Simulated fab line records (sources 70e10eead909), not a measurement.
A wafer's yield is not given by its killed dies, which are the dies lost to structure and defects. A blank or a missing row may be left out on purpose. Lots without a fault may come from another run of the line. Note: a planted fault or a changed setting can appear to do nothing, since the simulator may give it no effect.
fab line records	flow nandHarc
record: lots: 12	wafers: 34	lastDay: 33
route steps=1302 shown A_STAIRCASE@715 END@1302
lots that met no fault: from a run of the same line without faults
startH: the number of hours between the record's first day and the start of the first shown wafer of the lot	waitH: hours since the lot's step before	" repeats the value in the row above	L1.1+2: a row that stands for several wafers	- no value, or no start was given	* or withheld: withheld	< > ~ a bound
route shown NAME@n: a module of which the file shows steps, and the number in the route of the first	usual: the fault-free wafers' mean and standard deviation	same: alike in all rows	chamber/n: place in a boat	sites: each site's reading	_std_site: the values' standard deviation	_edge_site: the outer-site mean with the inner-site mean subtracted	radiusMm: how far each site lies from the wafer's centre	mask NAME#n: copy n	behind: the last tool/chamber to shape the wafer	hold: why the lot was held/for how many hours/how that ended	device: names the non-switching transistor (n, p or np)	end of line: tests run on the same wafers once the route is complete	a step given without rows: its recipe and nothing more	killed: dies lost to structure and defects at the first sort, not the wafer's yield	map: the dies of a wafer, with x for killed, . for not killed, _ for no die there
set.NAME: the setting the step ran with; set.NAME@STEP: the setting that earlier step ran with	model.NAME: the simulator's own value behind a step, which no gauge read
the route's steps for a sample of lots (tables are steps, rows are wafers)
services: when a tool's chamber went out of use (startH, in hours from the record's first day, below 0 if earlier), for how many hours, and the reason
== steps ==
step: NHARC_A_STAIRCASE_ETCH_201
recipe: targetDepthA: 1000	timeS: 40.5	ionEnergyEv: 400	c4f8FlowSccm: 20	o2FlowSccm: 10	arFlowSccm: withheld	rfW: 600	biasW: 1000	chemistry: C4F8/O2
usual: oesProductAu: 0.944/0.013	rfVppV: 896/5.7
lot.wafer	tool	chamber	startH	waitH	oesProductAu	rfHoursCounterH	rfVppV
L914.1	rieDiel-12	3	-	-	0.953	35	905
L914.5	"	3	"	"	0.950	-	905
L914.6	"	0	"	"	0.942	-	891
L916.1	rieDiel-12	2	-	-	0.974	48	893
L916.3	"	1	"	"	0.947	43	886
L916.5	"	2	"	"	0.955	-	894
L918.2	rieDiel-03	0	-	-	0.946	29	895
L918.4	"	1	"	"	0.939	27	905
L918.5	"	0	"	"	0.950	-	895
L921.3	rieDiel-13	1	-	-	0.932	19	887
L921.5	"	2	"	"	0.932	-	895
L921.4	"	3	"	"	0.930	-	892
L925.5	rieDiel-13	3	-	-	0.927	-	890
L925.6	"	0	"	"	0.935	-	896
L926.4	rieDiel-03	0	-	-	0.938	2	895
L926.5	"	1	"	"	0.938	-	906
L928.4	rieDiel-13	1	-	-	0.939	37	887
L928.5	"	0	"	"	0.960	-	896
L928.6	"	1	"	"	0.953	-	887
L929.4	rieDiel-12	2	-	-	0.960	26	895
L929.6	"	3	"	"	0.945	-	904
L929.5	"	0	"	"	0.938	-	892
L933.1	rieDiel-13	3	-	-	0.935	11	889
L933.5	"	0	"	"	0.943	-	897
L933.6	"	3	"	"	0.938	-	889
L934.2	rieDiel-03	3	-	-	0.947	36	894
L934.4	"	0	"	"	0.955	29	896
L934.6	"	2	"	"	0.954	-	892
L935.3	rieDiel-12	2	-	-	0.956	48	894
L935.6	"	1	"	"	0.954	-	904
L935.5	"	2	"	"	0.967	-	893
L937.2	rieDiel-13	1	-	-	0.923	11	903
L937.3	"	0	"	"	0.926	16	897
L937.5	"	1	"	"	0.931	-	906
step: NHARC_A_STAIRCASE_STRIP_205
recipe: powerW: 1500	tempC: 250	chemistry: O2
usual: drypumpMotorCurrentA: 5.5/0.38	heaterPowerW: 319/9.8
lot.wafer	tool	chamber	startH	waitH	drypumpMotorCurrentA	heaterPowerW	rfHoursCounterH
L914.1	plasmaAsher-01	0	360.58	0.1	6.1	326	26
L914.6	"	1	"	"	5.4	300	-
L914.5	"	0	"	"	6.2	332	-
L916.1	plasmaAsher-02	0	388.24	0.1	5.5	332	25
L916.3	"	0	"	"	5.5	327	-
L916.5	"	1	"	"	5.1	309	-
L918.2	plasmaAsher-02	0	393.99	0.1	5.5	336	26
L918.4	"	1	"	"	5.1	316	-
L918.5	"	1	"	"	5.1	311	-
L921.4	plasmaAsher-01	1	431.99	0.2	5.4	313	-
L921.3	"	0	"	"	6.1	319	-
L921.5	"	1	"	"	5.4	318	-
L925.6	plasmaAsher-02	1	468.52	0.3	5.1	310	-
L925.5	"	0	"	"	5.5	339	-
L926.4	plasmaAsher-01	0	473.93	0.2	6.1	321	-
L926.5	"	0	"	"	6.1	329	-
L928.4	plasmaAsher-02	0	511.77	0.2	5.5	339	-
L928.5	"	1	"	"	5.1	307	-
L928.6	"	0	"	"	5.5	332	-
L929.4	plasmaAsher-01	0	527.58	0.2	6.1	332	-
L929.6	"	0	"	"	6.1	326	-
L929.5	"	1	"	"	5.4	309	-
L933.1	plasmaAsher-01	1	554.59	0.1	5.4	316	29
L933.6	"	1	"	"	5.4	316	-
L933.5	"	0	"	"	6.1	325	-
L934.2	plasmaAsher-01	1	565.45	0.1	5.4	317	31
L934.4	"	1	"	"	5.4	317	-
L934.6	"	0	"	"	6.1	319	-
L935.3	plasmaAsher-02	1	574.30	0.2	5.1	308	-
L935.6	"	0	"	"	5.5	332	-
L935.5	"	1	"	"	5.1	315	-
L937.2	plasmaAsher-01	0	581.62	0.1	6.1	324	35
L937.3	"	0	"	"	6.1	321	-
L937.5	"	1	"	"	5.4	319	-
step: NHARC_A_STAIRCASE_TRIM_226
recipe: timeS: 211.2	o2FlowSccm: 500	arFlowSccm: 0	biasW: 0	chemistry: O2
usual: drypumpMotorCurrentA: 5.9/0.49	oesProductAu: 1.000/0.0071	rfVppV: 57.8/0.89	runLengthS: 232.36/0.27	showerheadPlenumPTorr: 3.54/0.15	throttleValvePct: 17.036/0.009
lot.wafer	tool	chamber	startH	waitH	drypumpMotorCurrentA	oesProductAu	rfHoursCounterH	rfVppV	runLengthS	showerheadPlenumPTorr	throttleValvePct
L914.1	rieDiel-03	0	362.85	-	6.0	0.984	21	57.9	232.25	3.54	17.024
L914.6	"	2	"	"	5.0	0.994	-	56.8	232.04	3.46	17.034
L914.5	"	3	"	"	6.2	1.001	-	58.1	232.41	3.51	17.039
L916.3	rieDiel-12	0	390.47	-	6.2	1.003	36	56.6	232.32	3.42	17.034
L916.1	"	2	"	"	6.3	1.012	49	56.7	232.44	3.49	17.043
L916.5	"	0	"	"	6.2	1.002	-	56.9	232.55	3.42	17.048
L918.2	rieDiel-13	3	398.53	-	6.6	0.994	15	57.2	232.58	3.39	17.041
L918.4	"	2	"	"	6.0	0.990	-	55.9	232.11	3.55	17.033
L918.5	"	2	"	"	6.0	0.994	-	57.6	232.16	3.55	17.024
L921.3	rieDiel-13	2	434.31	-	6.0	0.996	34	58.6	231.96	3.54	17.030
L921.4	"	3	"	"	6.6	0.987	-	57.4	232.35	3.38	17.030
L921.5	"	2	"	"	6.0	0.986	-	56.6	232.37	3.54	17.033
L925.6	rieDiel-12	2	470.64	-	6.3	0.998	-	58.7	232.21	3.48	17.032
L925.5	"	3	"	"	5.9	1.001	-	56.7	171.57	3.77	17.026
L926.4	rieDiel-12	2	476.17	-	6.3	0.998	9	57.7	232.18	3.47	17.027
L926.5	"	1	"	"	6.2	1.005	-	60.2	171.71	3.80	17.036
L928.4	rieDiel-03	1	514.28	-	5.2	1.006	23	59.5	232.00	3.76	17.033
L928.6	"	2	"	"	5.0	0.987	-	56.7	232.07	3.44	17.038
L928.5	"	3	"	"	6.1	0.994	-	57.6	232.48	3.49	17.034
L929.4	rieDiel-13	1	529.80	-	6.4	1.005	0	57.0	232.44	3.81	17.032
L929.5	"	3	"	"	6.6	1.004	-	59.0	232.28	3.36	17.041
L929.6	"	0	"	"	6.0	1.011	-	58.4	232.66	3.53	17.035
L933.1	rieDiel-03	3	556.91	-	6.2	1.005	35	56.9	232.01	3.48	17.032
L933.5	"	1	"	"	5.2	0.996	-	58.8	232.11	3.76	17.050
L933.6	"	2	"	"	5.0	1.001	-	57.3	232.07	3.44	17.033
L934.2	rieDiel-03	1	567.69	-	5.2	1.009	33	57.2	232.14	3.76	17.022
L934.4	"	0	"	"	6.0	1.007	29	58.0	232.19	3.51	17.037
L934.6	"	2	"	"	5.0	1.002	-	58.3	232.34	3.43	17.027
L935.3	rieDiel-03	3	576.45	-	6.2	1.004	38	56.9	232.47	3.48	17.048
L935.6	"	3	"	"	6.2	1.001	-	57.4	232.18	3.48	17.039
L935.5	"	0	"	"	6.0	1.009	-	58.0	232.38	3.50	17.044
L937.3	rieDiel-03	1	583.93	-	5.2	0.987	39	58.4	232.32	3.75	17.048
L937.2	"	3	"	"	6.2	0.995	44	58.1	232.04	3.47	17.019
L937.5	"	0	"	"	6.0	0.999	-	58.3	232.44	3.50	17.026
step: NHARC_A_STAIRCASE_TRIM_229
recipe: timeS: 211.2	o2FlowSccm: 500	arFlowSccm: 0	biasW: 0	chemistry: O2
usual: drypumpMotorCurrentA: 6.0/0.48	oesProductAu: 0.998/0.0063	rfVppV: 57.7/0.85	runLengthS: 232.4/0.33	showerheadPlenumPTorr: 3.53/0.15	throttleValvePct: 17.036/0.01
lot.wafer	tool	chamber	startH	waitH	drypumpMotorCurrentA	oesProductAu	rfHoursCounterH	rfVppV	runLengthS	showerheadPlenumPTorr	throttleValvePct
L914.1	rieDiel-03	2	363.19	0.1	5.0	0.997	19	56.5	232.0	3.46	17.047
L914.6	"	0	"	"	6.0	0.991	-	57.2	232.3	3.54	17.037
L914.5	"	1	"	"	5.2	0.992	-	58.1	232.3	3.80	17.037
L916.3	rieDiel-13	3	390.79	0.1	6.6	0.997	10	57.1	232.3	3.39	17.034
L916.1	"	0	"	"	6.0	0.988	14	56.3	232.8	3.55	17.032
L916.5	"	0	"	"	6.0	1.000	-	56.9	232.8	3.55	17.042
L918.2	rieDiel-03	1	398.97	0.1	5.2	1.005	28	57.2	232.3	3.79	17.050
L918.4	"	3	"	"	6.2	1.006	30	57.9	232.0	3.51	17.040
L918.5	"	1	"	"	5.2	1.012	-	57.5	232.2	3.79	17.038
L921.3	rieDiel-13	3	434.82	0.1	6.6	0.993	30	57.9	232.3	3.38	17.049
L921.5	"	3	"	"	6.6	0.990	-	56.7	232.1	3.38	17.050
L921.4	"	1	"	"	6.4	0.987	-	57.4	232.7	3.29	17.029
L925.6	rieDiel-12	1	471.01	0.1	6.2	1.003	-	56.4	232.9	3.80	17.023
L925.5	"	2	"	"	6.3	1.012	-	57.6	232.2	3.48	17.033
L926.4	rieDiel-13	2	476.56	0.1	6.0	1.003	47	59.1	232.0	3.53	17.010
L926.5	"	3	"	"	6.6	0.990	-	57.8	232.1	3.37	17.015
L928.4	rieDiel-13	3	514.59	0.1	6.6	0.981	56	58.1	232.3	3.36	17.022
L928.6	"	3	"	"	6.6	0.987	-	57.3	232.4	3.36	17.051
L928.5	"	0	"	"	6.0	0.999	-	57.3	232.6	3.53	17.024
L929.4	rieDiel-13	0	530.11	0.1	6.0	0.998	1	57.9	232.9	3.53	17.035
L929.6	"	0	"	"	6.0	0.997	-	57.5	232.6	3.53	17.045
L929.5	"	1	"	"	6.4	1.006	-	57.9	232.7	3.81	17.031
L933.1	rieDiel-13	3	557.21	0.1	6.6	0.999	11	58.0	232.6	3.36	17.049
L933.5	"	0	"	"	6.0	0.995	-	58.0	232.5	3.53	17.041
L933.6	"	2	"	"	6.0	1.004	-	58.9	232.1	3.52	17.039
L934.2	rieDiel-03	1	568.02	0.1	5.2	0.999	33	57.8	232.0	3.76	17.028
L934.4	"	3	"	"	6.2	1.002	36	57.6	232.8	3.48	17.054
L934.6	"	2	"	"	5.0	1.001	-	56.3	232.5	3.43	17.037
L935.3	rieDiel-03	1	576.81	0.1	5.2	1.000	35	58.9	232.4	3.75	17.036
L935.5	"	0	"	"	6.0	1.002	-	57.1	232.2	3.50	17.036
L935.6	"	1	"	"	5.2	0.997	-	57.0	232.7	3.75	17.046
L937.2	rieDiel-03	1	584.24	0.1	5.2	1.009	39	57.6	232.5	3.75	17.043
L937.3	"	2	"	"	5.0	1.001	31	58.6	232.4	3.43	17.035
L937.5	"	1	"	"	5.2	0.999	-	57.2	232.0	3.75	17.017
step: NHARC_END_SORT_01
recipe: tempC: 25
usual: killedAtArray: 51/17	killedAtOther: 1.6/2.1	killedAtPeriphery: 4/3.2	killedDies: 57/18	killedOpen: 2.9/1.7	killedShort: 2.3/1.3
same: grossDies: 677
lot.wafer	tool	chamber	startH	waitH	killedAtArray	killedAtOther	killedAtPeriphery	killedDies	killedOpen	killedShort
L925.5	prober-01	0	679.05	3.7	398	0	2	400	2	2
L925.6	prober-01	0	679.86	4.0	57	4	1	62	3	5
L926.4	prober-02	0	685.92	3.4	59	2	2	63	3	2
L926.5	prober-02	0	686.71	3.7	510	3	3	516	4	1
killed by level:class
L925.5 A_STAIRCASE:areaTrim=335 A_CHANNEL_HOLE_D1:chamberFilmFlake=25 A_SLIT:chamberFilmFlake=22 A_CONTACT:chamberFilmFlake=6 A_CHANNEL_HOLE_D2:chamberFilmFlake=5 P_CONTACT:geometricParticle:short=1 A_DECK1_JOINT:geometricParticle:open=1 A_CHANNEL_HOLE_D2:geometricParticle:short=1
L925.6 A_CHANNEL_HOLE_D1:chamberFilmFlake=22 A_SLIT:chamberFilmFlake=14 A_CHANNEL_HOLE_D2:chamberFilmFlake=9 THIN_TSV:chamberFilmFlake=4 A_CONTACT:chamberFilmFlake=3 A_WL_FILL:geometricParticle:short=2 A_SOURCE_PLATE:geometricParticle:short=1 A_ONON_D1:geometricParticle:short=1
L926.4 A_CHANNEL_HOLE_D1:chamberFilmFlake=22 A_SLIT:chamberFilmFlake=18 A_CONTACT:chamberFilmFlake=6 A_STAIRCASE:chamberFilmFlake=5 A_ONON_D2:geometricParticle:short=2 A_WL_FILL:chamberFilmFlake=2 THIN_TSV:chamberFilmFlake=2 P_M0:geometricParticle:open=1
L926.5 A_STAIRCASE:areaTrim=435 A_CHANNEL_HOLE_D1:chamberFilmFlake=30 A_SLIT:chamberFilmFlake=23 A_STAIRCASE:chamberFilmFlake=7 A_WL_FILL:chamberFilmFlake=6 A_CONTACT:chamberFilmFlake=3 THIN_TSV:chamberFilmFlake=3 A_DECK1_JOINT:chamberFilmFlake=2
== services ==
tool	chamber	startH	hours	kind
rieDiel-03	0	339.38	-	clean
rieDiel-03	1	339.38	-	clean
rieDiel-03	2	339.38	-	clean
rieDiel-03	3	339.38	-	clean
rieDiel-13	-	342.08	9.0	pm
rieDiel-13	1	358.12	7.6	repair
rieDiel-13	3	361.39	11.8	repair
rieDiel-03	0	363.88	-	clean
rieDiel-03	1	363.88	-	clean
rieDiel-13	1	377.44	22.5	repair
rieDiel-13	0	393.35	49.3	repair
plasmaAsher-02	-	400.65	1.1	repair
plasmaAsher-01	-	408.28	6.2	repair
plasmaAsher-02	-	426.00	9.0	pm
rieDiel-13	1	441.15	3.3	repair
rieDiel-12	-	446.18	9.0	pm
rieDiel-13	1	448.55	5.9	repair
rieDiel-03	-	458.33	9.0	pm
rieDiel-12	-	488.80	1.9	repair
plasmaAsher-02	-	498.03	0.9	repair
rieDiel-12	2	505.50	4.2	repair
rieDiel-13	-	519.08	9.0	pm
rieDiel-03	1	519.91	10.9	repair
rieDiel-03	3	561.84	2.6	repair
== key ==
firstSign: step: NHARC_A_STAIRCASE_TRIM_226	reading: runLengthS	direction: down	sigmas: 99+	usual: *	struck: *
effect: step: NHARC_END_SORT_01	reading: killedAtArray	direction: up	sigmas: 23	usual: 51	struck: 454
moreKillsBornAt: NHARC_A_STAIRCASE_TRIM_226@rieDiel-12: 770
metAt NHARC_A_STAIRCASE_TRIM_226
struckLots L925,L926
struckWafers L925.5,L926.5
laterRowsLeftOut L926.5
testerLeftOut L925,L926
notActingAt NHARC_A_STAIRCASE_ETCH_201,NHARC_A_STAIRCASE_STRIP_205,NHARC_A_STAIRCASE_TRIM_229
onsetBetween 390.47 470.64
fault: kind: processParameterDrift	tool: rieDiel-12	chamber: -	onsetH: 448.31	steps: NHARC_A_STAIRCASE_TRIM_226	channel: timeS	offset: *	shape: step	endH: 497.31	scope: struckWafersOnly	actsIn: *	stated: *
testerLeftOut: of these lots the tester's yield and bins aren't shown, on N5 and GAA mostly nor the transistor test; their killed dies are dies lost to structure and defects alone, not to doping, threshold or leakage, so they don't give the yield
laterRowsLeftOut: the simulator's readings of these wafers behind a module that went badly wrong aren't trusted and aren't shown, but for the sort
